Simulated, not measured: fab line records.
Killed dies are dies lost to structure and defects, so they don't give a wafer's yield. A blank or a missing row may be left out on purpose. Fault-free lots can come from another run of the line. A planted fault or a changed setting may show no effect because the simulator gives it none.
Matching of chambers + flow n5-finfet + 3 sister chambers for N5_BEOL_M3_PECVD_72 on pecvd-04
The step deposits SiO2 from TEOS/O2, target thk 16 nm, time 18 s. 6 wafers are shown with their chamber, then 8 later ones without.

== EACH WAFER AND ITS CHAMBER ==
| wafer  | chamber | showerhead-plenum-p-Torr (Torr) | throttle-valve-pct (%) |
|--------|---------|---------------------------------|------------------------|
| L087.2 | 1       | 8.96                            | 22.2                   |
| L087.6 | 2       | 8.79                            | 20.2                   |
| L088.1 | 0       | 8.76                            | 22.3                   |
| L088.2 | 2       | 8.79                            | 20.1                   |
| L088.3 | 1       | 8.97                            | 22.6                   |
| L088.4 | 0       | 8.77                            | 21.9                   |

== WAFERS MISSING THEIR CHAMBER ==
| wafer  | showerhead-plenum-p-Torr (Torr) | throttle-valve-pct (%) |
|--------|---------------------------------|------------------------|
| L088.5 | 8.79                            | 19.9                   |
| L088.6 | 8.97                            | 22.6                   |
| L090.2 | 8.95                            | 22.5                   |
| L090.3 | 8.77                            | 20.0                   |
| L090.4 | 8.82                            | 20.3                   |
| L097.4 | 8.80                            | 20.0                   |
| L097.5 | 8.75                            | 22.5                   |
| L097.6 | 8.98                            | 22.3                   |

== THE CHAMBER EACH PASSED THROUGH ==
| wafer  | from the rows above | in truth |
|--------|---------------------|----------|
| L088.5 | 2                   | 2        |
| L088.6 | 1                   | 1        |
| L090.2 | 1                   | 1        |
| L090.3 | 2                   | 2        |
| L090.4 | 2                   | 2        |
| L097.4 | 2                   | 2        |
| L097.5 | 0                   | 0        |
| L097.6 | 1                   | 1        |
Correct placement for 8 of the 8. Can't be placed from these rows: 0. Number placed wrongly: 0.
How it was worked out, from the rows above alone: a wafer's distance from a chamber is the root of the sum, over the readings, of the square of ((its reading less the chamber's mean) divided by the reading's scatter). If the next closest chamber is less than 2 further off than the closest, the wafer can't be placed; otherwise it belongs to the closest. The mean given for a chamber averages the wafers shown for that chamber. The scatter: the root of (the sum of the squares of (reading less its chamber's mean) over the shown wafers, divided by (wafers less chambers)).
